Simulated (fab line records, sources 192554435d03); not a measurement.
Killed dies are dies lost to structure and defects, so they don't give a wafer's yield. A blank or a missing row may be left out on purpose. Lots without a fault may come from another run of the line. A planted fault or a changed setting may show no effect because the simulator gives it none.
Which tool did it? | flow n5_finfet | 9 lots, 27 wafers sampled, at 2 steps of a route of 1938

WHAT THE GAUGES READ, wafer by wafer
N5_BEOL_M4_RC_MEAS_101. Usual: DIBL_N 36.5 mV/V, standard deviation 1.8; DIBL_P 36.5 mV/V, standard deviation 2.1; IOFF_N 0.17 nA/um, standard deviation 0.031; IOFF_P 0.22 nA/um, standard deviation 0.036; ION_N 677 uA/um, standard deviation 11; ION_P 463 uA/um, standard deviation 8; SS_N 71.6 mV/dec, standard deviation 0.61; SS_P 73.3 mV/dec, standard deviation 0.63; VT_N 249 mV, standard deviation 3.1; VT_P -250 mV, standard deviation 3.3.
lot  | measured     | on        | DIBL_N (mV/V)  | DIBL_P (mV/V)  | IOFF_N (nA/um) | IOFF_P (nA/um) | ION_N (uA/um) | ION_P (uA/um) | SS_N (mV/dec)  | SS_P (mV/dec)  | VT_N (mV)   | VT_P (mV)      | flag
L145 | day 7 22:33  | prober-02 | 33.8 35.2 33.9 | 32.6 34.7 32.7 | 0.12 0.15 0.13 | 0.15 0.20 0.16 | 655 672 659   | 446 457 447   | 71.0 71.0 70.7 | 72.9 73.3 71.9 | 253 248 253 | -257 -250 -255 |
L146 | day 8 08:12  | prober-01 | 37.0 34.9 37.0 | 37.2 34.1 35.9 | 0.18 0.14 0.17 | 0.21 0.16 0.19 | 689 662 683   | 466 451 453   | 71.7 70.4 71.9 | 73.5 72.6 73.4 | 244 251 248 | -254 -255 -254 |
L155 | day 10 20:40 | prober-01 | 36.4 38.2 37.4 | 35.0 36.7 35.6 | 0.18 0.20 0.20 | 0.20 0.22 0.21 | 679 675 672   | 454 452 452   | 71.9 72.8 71.6 | 72.7 73.5 73.1 | 246 248 246 | -252 -250 -252 |
L157 | day 11 03:25 | prober-01 | 36.8 37.6 34.3 | 35.4 35.9 33.2 | 0.17 0.19 0.14 | 0.22 0.24 0.20 | 663 664 667   | 456 454 457   | 71.9 72.6 71.6 | 73.8 73.5 72.9 | 250 248 250 | -248 -249 -249 |
L160 | day 12 01:16 | prober-01 | 38.7 36.5 37.8 | 39.2 36.5 38.0 | 0.20 0.16 0.18 | 0.24 0.19 0.21 | 682 671 691   | 463 458 462   | 71.7 71.4 71.4 | 74.4 73.7 73.2 | 247 250 250 | -250 -252 -254 |
L161 | day 12 07:37 | prober-01 | 36.3 35.7 38.1 | 36.7 34.7 38.7 | 0.15 0.13 0.18 | 0.20 0.17 0.23 | 667 663 690   | 456 460 463   | 71.2 70.9 71.9 | 72.9 72.3 73.2 | 251 252 249 | -250 -252 -249 |
L163 | day 12 13:29 | prober-02 | 38.7 35.6 38.0 | 39.5 35.4 37.7 | 0.19 0.13 0.17 | 0.25 0.19 0.22 | 680 669 669   | 469 461 460   | 71.8 71.8 72.6 | 73.7 73.0 73.1 | 247 253 249 | -249 -252 -249 |
L167 | day 14 00:46 | prober-02 | 36.9 38.9 35.3 | 37.0 39.9 35.8 | 0.17 0.21 0.16 | 0.25 0.29 0.22 | 673 687 683   | 465 476 472   | 71.8 72.7 71.2 | 73.1 73.8 72.8 | 247 247 250 | -246 -243 -248 |
L168 | day 14 23:12 | prober-01 | 37.0 40.1 38.5 | 35.4 39.8 38.1 | 0.15 0.20 0.18 | 0.20 0.28 0.25 | 662 673 667   | 456 465 461   | 72.7 72.6 71.9 | 72.6 74.4 73.8 | 253 251 248 | -251 -245 -247 |

N5_BEOL_M11_CD_MEAS_28: target cd 70 nm. Usual: cd_nm 69.6 nm, standard deviation 0.93.
lot  | measured     | on        | cd_nm (nm)     | flag
L145 | day 10 11:19 | cd_sem-02 | 68.4 70.6 67.8 |
L146 | day 10 18:53 | cd_sem-01 | 70.0 70.0 68.6 |
L155 | day 13 06:54 | cd_sem-03 | 70.2 70.9 70.7 |
L157 | day 13 19:32 | cd_sem-02 | 70.3 68.4 69.3 |
L160 | day 14 16:43 | cd_sem-01 | 68.8 71.5 68.8 |
L161 | day 15 03:31 | cd_sem-03 | 67.9 69.0 68.6 |
L163 | day 15 10:09 | cd_sem-01 | 68.6 70.1 69.2 |
L167 | day 16 10:01 | cd_sem-01 | 68.9 70.1 69.1 |
L168 | day 17 10:03 | cd_sem-02 | 69.4 70.7 70.4 |

WHICH TOOL RAN EACH LOT (tool, then ch and the chambers of the sampled wafers, then the start)
The record holds no process step before these readings.

WHAT THE TOOLS THEMSELVES READ (means of the sampled wafers that have a number; where no wafer has one, the mark that the record gives instead)
The record holds no such reading with a usual standard deviation.

THE ANSWER, worked out from the rows above alone
Rule: a lot is off if the mean of its wafers that have a number lies more than 3 standard deviations from the usual mean. A lot without any number at a reading at which 4 lots or more have one is off too. The other lots that the step has rows for count as sound. The gauges are gone through in route order, then the tools' own readings, and for those a lot's mean is taken as printed above. The first step at which some lot is off is used, and at that step the reading that is off furthest; a lot without a number counts as furthest.
No lot is off at any reading shown: from this, nothing can be told.

WHAT THE SIMULATOR HAD PUT IN
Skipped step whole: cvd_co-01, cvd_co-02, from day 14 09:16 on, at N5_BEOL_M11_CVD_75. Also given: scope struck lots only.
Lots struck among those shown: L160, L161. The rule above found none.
